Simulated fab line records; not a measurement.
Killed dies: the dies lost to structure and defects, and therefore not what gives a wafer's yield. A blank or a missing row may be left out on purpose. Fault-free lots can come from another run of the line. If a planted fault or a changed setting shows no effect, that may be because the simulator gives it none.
The tool behind it: which one?    flow nandHarc    33 wafers from 11 lots sampled at 5 of the route's 1159 steps

WHAT THE GAUGES READ, wafer by wafer
NHARC_END_SORT_01.
lot   measured      on         killedAtArray  killedAtOther  killedAtPeriphery  killedDies   killedOpen  killedShort
L784  day 19 13:31  prober-01  21 26 18       0 0 0          4 2 2              25 28 20     2 4 2       4 5 1
L791  day 22 01:53  prober-01  676 675 677    0 0 0          1 2 0              677 677 677  2 4 1       3 2 1
L789  day 22 01:58  prober-02  672 675 673    1 0 1          4 2 3              677 677 677  4 5 2       2 2 1
L797  day 24 05:45  prober-02  40 40 50       0 3 0          2 2 7              42 45 57     1 4 5       3 3 1
L796  day 24 07:22  prober-01  16 14 13       0 1 0          5 6 0              21 21 13     3 6 2       2 2 1
L799  day 24 14:37  prober-01  33 32 29       0 0 1          6 5 0              39 37 30     1 2 2       1 1 1

TOOL THAT RAN EACH LOT (tool first, then ch and the chambers of the sampled wafers, then the start)
lot   NHARC_A_CONTACT_ETCH_48            NHARC_A_CONTACT_ETCH_50                       NHARC_A_CONTACT_ETCH_115            NHARC_A_CONTACT_ETCH_116
L784  rieDiel-13 ch 0,2, day 16 17:19    rieDiel-13 ch 1,2, day 16 18:59 or earlier    harCapEtch-01 ch 0,1, day 16 18:59  harCapEtch-01 ch 0,1, day 16 19:04
L783  rieDiel-01 ch 0,2,3, day 16 21:08  rieDiel-01 ch 0,2,3, day 16 22:58 or earlier  harCapEtch-01 ch 0, day 16 22:58    harCapEtch-01 ch 0, day 16 23:05
L791  rieDiel-13 ch 0,2,3, day 18 18:51  rieDiel-13 ch 0,1,2, day 18 20:30 or earlier  harCapEtch-02 ch 0,1, day 18 20:30  harCapEtch-02 ch 0,1, day 18 20:35
L789  rieDiel-06 ch 1,3, day 18 19:32    rieDiel-06 ch 0,1,3, day 18 21:22 or earlier  harCapEtch-01 ch 0,1, day 18 21:22  harCapEtch-01 ch 0,1, day 18 21:29
L797  rieDiel-01 ch 0,3, day 20 14:44    rieDiel-13 ch 0,1,3, day 20 15:40             harCapEtch-02 ch 0,1, day 20 16:53  harCapEtch-02 ch 0,1, day 20 16:58
L796  rieDiel-13 ch 0,1,3, day 20 20:05  rieDiel-13 ch 0,1,2, day 20 21:46 or earlier  harCapEtch-01 ch 0,1, day 20 21:46  harCapEtch-01 ch 0,1, day 20 21:51
L799  rieDiel-13 ch 0,2,3, day 21 03:55  rieDiel-13 ch 0,1,2, day 21 05:36 or earlier  harCapEtch-01 ch 0,1, day 21 05:36  harCapEtch-01 ch 0,1, day 21 05:41
L800  rieDiel-13 ch 0,2,3, day 21 18:02  rieDiel-13 ch 0,1,3, day 21 19:42 or earlier  harCapEtch-03 ch 0,1, day 21 19:42  harCapEtch-03 ch 0,1, day 21 19:47
L802  rieDiel-13 ch 1,2,3, day 22 03:22  rieDiel-13 ch 1,2, day 22 05:02 or earlier    harCapEtch-01 ch 0,1, day 22 05:02  harCapEtch-01 ch 0,1, day 22 05:07
L803  rieDiel-01 ch 0,2,3, day 22 03:50  rieDiel-01 ch 0,2,3, day 22 05:37 or earlier  harCapEtch-02 ch 0,1, day 22 05:37  harCapEtch-02 ch 0,1, day 22 05:43
L804  rieDiel-13 ch 1,2,3, day 22 16:40  rieDiel-13 ch 0,1,2, day 22 18:18 or earlier  harCapEtch-02 ch 0,1, day 22 18:18  harCapEtch-02 ch 0,1, day 22 18:23
- NHARC_A_CONTACT_ETCH_48: etches the open film in CF4, target depth 39 nm, time 65 s.
- NHARC_A_CONTACT_ETCH_50: etches the open film in CF4/CHF3, target depth 84.7 nm, time 42.4 s.
- NHARC_A_CONTACT_ETCH_115: etches the open film in C4F8/O2/Ar, time 94 s, target depth 922 nm.
- NHARC_A_CONTACT_ETCH_116: etches the open film in C4F8/O2/Ar, time 94 s, target depth 922 nm.

WHAT THE TOOLS THEMSELVES READ (means of the sampled wafers that have a number; where no wafer has one, the mark that the record gives instead)
NHARC_A_CONTACT_ETCH_48.
lot   tool        biasW (W)  cf4FlowSccm (sccm)  drypumpMotorCurrentA (A)  oesProductAu (a.u.)  rfVppV (V)  showerheadPlenumPTorr (Torr)  throttleValvePct (%)
L784  rieDiel-13  99.6       150.0               5.8                       1.022                150.0       1.72                          13.293
L783  rieDiel-01  100.0      150.4               5.9                       1.005                151.7       1.81                          13.278
L791  rieDiel-13  99.9       149.7               5.7                       1.004                150.7       1.72                          13.283
L789  rieDiel-06  100.2      149.8               5.6                       1.001                151.2       1.74                          13.283
L797  rieDiel-01  100.0      150.2               6.1                       0.987                151.9       1.81                          13.285
L796  rieDiel-13  99.9       150.1               5.7                       0.993                151.4       1.84                          13.281
L799  rieDiel-13  100.0      150.1               5.8                       1.003                151.0       1.81                          13.284
L800  rieDiel-13  99.9       150.0               5.8                       1.003                151.7       1.81                          13.287
L802  rieDiel-13  99.8       150.2               5.8                       0.999                152.0       1.79                          13.280
L803  rieDiel-01  100.3      150.5               5.8                       1.008                151.6       1.80                          13.282
L804  rieDiel-13  100.2      149.8               5.7                       1.001                152.4       1.79                          13.271

NHARC_A_CONTACT_ETCH_50.
lot   tool        biasW (W)  cf4FlowSccm (sccm)  drypumpMotorCurrentA (A)  oesProductAu (a.u.)  rfVppV (V)  showerheadPlenumPTorr (Torr)  throttleValvePct (%)
L784  rieDiel-13  199.5      100.0               5.7                       0.957                371.5       1.61                          16.798
L783  rieDiel-01  200.0      100.3               5.9                       0.976                372.2       1.62                          16.801
L791  rieDiel-13  200.0      99.7                5.7                       0.965                369.9       1.55                          16.796
L789  rieDiel-06  200.1      100.1               5.7                       0.949                369.8       1.55                          16.801
L797  rieDiel-13  200.0      100.1               5.6                       0.997                372.3       1.64                          16.800
L796  rieDiel-13  199.9      99.5                5.7                       0.952                373.0       1.63                          16.797
L799  rieDiel-13  199.9      99.9                5.7                       0.963                371.6       1.63                          16.802
L800  rieDiel-13  199.4      100.1               5.7                       0.976                372.8       1.64                          16.797
L802  rieDiel-13  199.8      100.0               5.7                       0.976                371.0       1.58                          16.812
L803  rieDiel-01  200.4      99.9                5.9                       0.949                371.0       1.61                          16.802
L804  rieDiel-13  199.4      100.1               5.7                       0.970                372.6       1.63                          16.809

NHARC_A_CONTACT_ETCH_115.
lot   tool           chamberPressureMTorr (mTorr)  oesAirLineAu (a.u.)
L784  harCapEtch-01  19.997                        0.991
L783  harCapEtch-01  20.015                        0.992
L791  harCapEtch-02  19.991                        0.986
L789  harCapEtch-01  19.992                        0.995
L797  harCapEtch-02  20.014                        1.017
L796  harCapEtch-01  19.989                        0.993
L799  harCapEtch-01  20.008                        0.992
L800  harCapEtch-03  19.993                        1.012
L802  harCapEtch-01  19.999                        1.025
L803  harCapEtch-02  19.994                        1.022
L804  harCapEtch-02  19.998                        1.009

NHARC_A_CONTACT_ETCH_116.
lot   tool           chamberPressureMTorr (mTorr)  oesAirLineAu (a.u.)
L784  harCapEtch-01  19.990                        0.988
L783  harCapEtch-01  19.978                        0.976
L791  harCapEtch-02  -                             -
L789  harCapEtch-01  -                             -
L797  harCapEtch-02  20.003                        0.997
L796  harCapEtch-01  19.998                        0.988
L799  harCapEtch-01  19.997                        1.010
L800  harCapEtch-03  19.987                        1.009
L802  harCapEtch-01  20.000                        1.007
L803  harCapEtch-02  20.001                        0.993
L804  harCapEtch-02  20.014                        0.990

THE ANSWER, worked out from the rows above alone
Rule: the usual values come from the lots themselves. Put in order of their means at a reading, lots are off if they are a third of the lots or fewer, leave a main group of 4 or more, and stand apart from it by a gap of 3 or more times the standard deviation of the main group's means; of several such gaps the widest counts. If all means in a main group match to the digits the tables above print for the reading, that group is not used. A lot without any number at a reading at which 4 lots or more have one is off too. The other lots that the step has rows for count as sound. First the gauges in route order, then the tools' own readings, where a lot's mean is used as printed above. The first step at which some lot is off is used, and at that step the reading that is off furthest; a lot without a number counts as furthest.
Off: L791, L789 (NHARC_END_SORT_01, killedAtArray). For the main group the mean is 28 and the standard deviation 11. Neither off nor sound, because the step has no rows for them: L783, L800, L802, L803, L804.
A tool fits if, at a process step before that reading, it ran every lot that is off, and no sound lot after the first of them. The gauges at NHARC_END_SORT_01 aren't tried: what is off there is off at NHARC_A_CONTACT_ETCH_48 too, on other tools, and a gauge's error can't cause that. Because NHARC_A_CONTACT_ETCH_50 lacks a start for some lots, the hours and order of its lots are taken from NHARC_A_CONTACT_ETCH_115. Of those tried, none fits.

WHAT THE SIMULATOR HAD PUT IN
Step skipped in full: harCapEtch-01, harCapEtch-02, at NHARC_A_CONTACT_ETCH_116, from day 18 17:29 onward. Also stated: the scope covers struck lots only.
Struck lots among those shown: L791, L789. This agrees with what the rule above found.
